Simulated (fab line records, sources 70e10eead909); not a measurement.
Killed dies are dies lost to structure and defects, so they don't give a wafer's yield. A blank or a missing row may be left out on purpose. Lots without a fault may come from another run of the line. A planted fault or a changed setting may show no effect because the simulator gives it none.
Chamber matching | flow nand_harc | NHARC_A_M1_DESCUM_14 on rie_diel-09: 4 sister chambers
The step chemistry O2, time 3 s. 18 wafers are shown with their chamber, then 9 later ones without.

WAFERS WITH THEIR CHAMBER
wafer  | chamber | showerhead_plenum_p_Torr (Torr) | drypump_motor_current_A (A) | throttle_valve_pct (%)
L075.1 | 1       | 2.01                            | 6.3                         | 11.306
L075.3 | 0       | 1.82                            | 6.5                         | 11.324
L075.6 | 3       | 1.96                            | 5.7                         | 11.306
L074.2 | 1       | 2.01                            | 6.2                         | 11.305
L074.3 | 0       | 1.82                            | 6.5                         | 11.307
L074.5 | 0       | 1.82                            | 6.5                         | 11.300
L079.4 | 0       | 1.82                            | 6.5                         | 11.310
L079.5 | 1       | 2.01                            | 6.2                         | 11.322
L079.6 | 0       | 1.82                            | 6.5                         | 11.305
L083.1 | 2       | 1.78                            | 6.1                         | 11.327
L083.3 | 0       | 1.82                            | 6.6                         | 11.299
L083.5 | 1       | 2.01                            | 6.2                         | 11.300
L087.1 | 3       | 1.95                            | 5.7                         | 11.310
L087.3 | 2       | 1.78                            | 6.1                         | 11.321
L087.5 | 1       | 2.00                            | 6.2                         | 11.314
L086.1 | 3       | 1.95                            | 5.7                         | 11.304
L086.5 | 3       | 1.95                            | 5.7                         | 11.313
L086.6 | 0       | 1.81                            | 6.5                         | 11.293

SIGNATURES (means of the wafers above)
reading                  | chamber 0 | chamber 1 | chamber 2 | chamber 3 | scatter within a chamber
showerhead_plenum_p_Torr | 1.8186    | 2.0080    | 1.7800    | 1.9525    | 0.00415
drypump_motor_current_A  | 6.514     | 6.220     | 6.100     | 5.700     | 0.0344
throttle_valve_pct       | 11.30543  | 11.30940  | 11.32400  | 11.30825  | 0.00828
Rule: a wafer's distance from a chamber is the root of the sum, over the readings, of the square of ((its reading less the chamber's mean) divided by the reading's scatter). The wafer belongs to the nearest chamber; if the next one is less than 2 further off, it can't be placed. The scatter: the root of (the sum of the squares of (reading less its chamber's mean) over the shown wafers, divided by (wafers less chambers)).

WAFERS WITHOUT THEIR CHAMBER
wafer  | showerhead_plenum_p_Torr (Torr) | drypump_motor_current_A (A) | throttle_valve_pct (%)
L090.1 | 2.00                            | 6.3                         | 11.299
L090.3 | 1.95                            | 5.7                         | 11.292
L090.5 | 1.95                            | 5.7                         | 11.309
L091.1 | 1.78                            | 6.1                         | 11.320
L091.3 | 1.95                            | 5.7                         | 11.321
L091.6 | 1.81                            | 6.5                         | 11.319
L097.1 | 1.95                            | 5.7                         | 11.308
L097.2 | 1.78                            | 6.1                         | 11.324
L097.5 | 2.00                            | 6.2                         | 11.320

WHICH CHAMBER EACH WENT THROUGH
wafer  | from the rows above | in truth
L090.1 | 1                   | 1
L090.3 | 3                   | 3
L090.5 | 3                   | 3
L091.1 | 2                   | 2
L091.3 | 3                   | 3
L091.6 | 0                   | 0
L097.1 | 3                   | 3
L097.2 | 2                   | 2
L097.5 | 1                   | 1
Placed correctly: 9 of 9. Can't be placed from these rows: 0. Placed wrongly: 0.
